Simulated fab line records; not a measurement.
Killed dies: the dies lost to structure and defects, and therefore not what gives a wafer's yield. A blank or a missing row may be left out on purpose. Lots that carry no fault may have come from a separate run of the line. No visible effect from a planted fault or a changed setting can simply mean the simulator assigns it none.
Lot-split experiment / flow n5_finfet / 21 wafers read across 7 lots, on a route 1938 steps long

SPLIT DETAILS
At N5_BEOL_M7_HM_DEP_02 (deposits TiN, target thk 20 nm), the setting target_thk_a was moved away from the recipe's 200 angstrom on 7 of the 21 wafers read, by -10.8% to +12.0%. For the rest of the wafers, this setting stayed at what the recipe calls for.

FROM THE SPLIT TO THE READING: what the file shows between them, 4 steps
- N5_BEOL_M7_COAT_59: time 60 s, resist thk 100 nm
- N5_BEOL_M7_COAT_60: time 60 s, resist thk 35 nm
- N5_BEOL_M7_STRIP_68: strips in N2/H2
- N5_BEOL_M7_STRIP_67: strips in CF4

THE READING
etch.depth_nm (the simulator's own value, which no gauge read), in nm, at N5_BEOL_M7_HM_OPEN_17 (chemistry Cl2/BCl3, target TiN, target depth 20 nm, overetch 6 nm). The file gives no usual value for it. Here, 14 wafers ran the recipe; their average is 20.05 nm with a standard deviation of 0.2 nm.

wafer=L076.1; tool, chamber at the split=pvd_sputter-03, -; target_thk_a as run, angstrom=178.3; against the recipe=-10.8%; etch.depth_nm, nm=18.18; against lot-mates on the recipe=-2.20
wafer=L076.5; tool, chamber at the split=pvd_sputter-03, -; target_thk_a as run, angstrom=178.3; against the recipe=-10.8%; etch.depth_nm, nm=18.16; against lot-mates on the recipe=-2.22
wafer=L076.6; tool, chamber at the split=pvd_sputter-03, -; target_thk_a as run, angstrom=200; against the recipe=recipe; etch.depth_nm, nm=20.38; against lot-mates on the recipe=-
wafer=L077.2; tool, chamber at the split=pvd_sputter-02, -; target_thk_a as run, angstrom=200; against the recipe=recipe; etch.depth_nm, nm=19.95; against lot-mates on the recipe=-
wafer=L077.4; tool, chamber at the split=pvd_sputter-02, -; target_thk_a as run, angstrom=200; against the recipe=recipe; etch.depth_nm, nm=19.83; against lot-mates on the recipe=-
wafer=L077.6; tool, chamber at the split=pvd_sputter-02, -; target_thk_a as run, angstrom=200; against the recipe=recipe; etch.depth_nm, nm=19.99; against lot-mates on the recipe=-
wafer=L079.2; tool, chamber at the split=pvd_sputter-03, -; target_thk_a as run, angstrom=200; against the recipe=recipe; etch.depth_nm, nm=20.14; against lot-mates on the recipe=-
wafer=L079.3; tool, chamber at the split=pvd_sputter-03, -; target_thk_a as run, angstrom=220.8; against the recipe=+10.4%; etch.depth_nm, nm=22.37; against lot-mates on the recipe=+2.23
wafer=L079.4; tool, chamber at the split=pvd_sputter-03, -; target_thk_a as run, angstrom=220.8; against the recipe=+10.4%; etch.depth_nm, nm=22.48; against lot-mates on the recipe=+2.34
wafer=L085.2; tool, chamber at the split=pvd_sputter-01, -; target_thk_a as run, angstrom=185.6; against the recipe=-7.2%; etch.depth_nm, nm=18.75; against lot-mates on the recipe=-1.34
wafer=L085.3; tool, chamber at the split=pvd_sputter-01, -; target_thk_a as run, angstrom=200; against the recipe=recipe; etch.depth_nm, nm=19.95; against lot-mates on the recipe=-
wafer=L085.4; tool, chamber at the split=pvd_sputter-01, -; target_thk_a as run, angstrom=200; against the recipe=recipe; etch.depth_nm, nm=20.23; against lot-mates on the recipe=-
wafer=L088.2; tool, chamber at the split=pvd_sputter-01, -; target_thk_a as run, angstrom=200; against the recipe=recipe; etch.depth_nm, nm=20.2; against lot-mates on the recipe=-
wafer=L088.5; tool, chamber at the split=pvd_sputter-01, -; target_thk_a as run, angstrom=200; against the recipe=recipe; etch.depth_nm, nm=20.18; against lot-mates on the recipe=-
wafer=L088.6; tool, chamber at the split=pvd_sputter-01, -; target_thk_a as run, angstrom=224; against the recipe=+12.0%; etch.depth_nm, nm=22.56; against lot-mates on the recipe=+2.37
wafer=L086.2; tool, chamber at the split=pvd_sputter-03, -; target_thk_a as run, angstrom=200; against the recipe=recipe; etch.depth_nm, nm=19.83; against lot-mates on the recipe=-
wafer=L086.4; tool, chamber at the split=pvd_sputter-03, -; target_thk_a as run, angstrom=200; against the recipe=recipe; etch.depth_nm, nm=19.92; against lot-mates on the recipe=-
wafer=L086.6; tool, chamber at the split=pvd_sputter-03, -; target_thk_a as run, angstrom=200; against the recipe=recipe; etch.depth_nm, nm=19.73; against lot-mates on the recipe=-
wafer=L096.1; tool, chamber at the split=pvd_sputter-01, -; target_thk_a as run, angstrom=200; against the recipe=recipe; etch.depth_nm, nm=20.42; against lot-mates on the recipe=-
wafer=L096.2; tool, chamber at the split=pvd_sputter-01, -; target_thk_a as run, angstrom=187.6; against the recipe=-6.2%; etch.depth_nm, nm=18.64; against lot-mates on the recipe=-1.57
wafer=L096.4; tool, chamber at the split=pvd_sputter-01, -; target_thk_a as run, angstrom=200; against the recipe=recipe; etch.depth_nm, nm=20; against lot-mates on the recipe=-

THE FIT
A straight line over all 21 wafers: etch.depth_nm changes by +0.202 nm for each +1% of target_thk_a; r = +0.98; the points scatter about the line by 0.22 nm.
The same after taking each lot's own level away (the mean of its wafers on the recipe; 21 wafers): +0.209 nm for each +1%; r = +0.99; scatter 0.13 nm.
That fit puts the effect of the largest move of target_thk_a on the reading at 2.5 nm.
Across the lots, their own levels run from 19.827 to 20.380 nm, a range of 2.7 times the standard deviation given above.
Consequently the slope shifts little with the lot-to-lot level, the two slopes agreeing.
Check: with one of the wafers moved furthest among these (+12.0%) left out of the fit, the line predicts +2.56 nm for it against its lot-mates. Against them it came out at +2.37 nm.

THE WHOLE CHAIN: every reading that the file lists as answering this split, in the file's order
step=N5_BEOL_M7_HM_DEP_02; what it does=deposits TiN, target thk 20 nm; reading=TiN_of_BEOL_M7_HM_DEP_02.thk_nm (the simulator's own value, which no gauge read); change (the file's fit)=+0.206 nm for each +1% of the setting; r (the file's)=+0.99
step=N5_BEOL_M7_HM_OPEN_17; what it does=chemistry Cl2/BCl3, target TiN, target depth 20 nm, overetch 6 nm; reading=etch.depth_nm (the simulator's own value, which no gauge read); change (the file's fit)=+0.208 nm for each +1% of the setting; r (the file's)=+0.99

THE FILE'S OWN FIT
etch.depth_nm changes by +0.208 nm for each +1% of target_thk_a, r = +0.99.
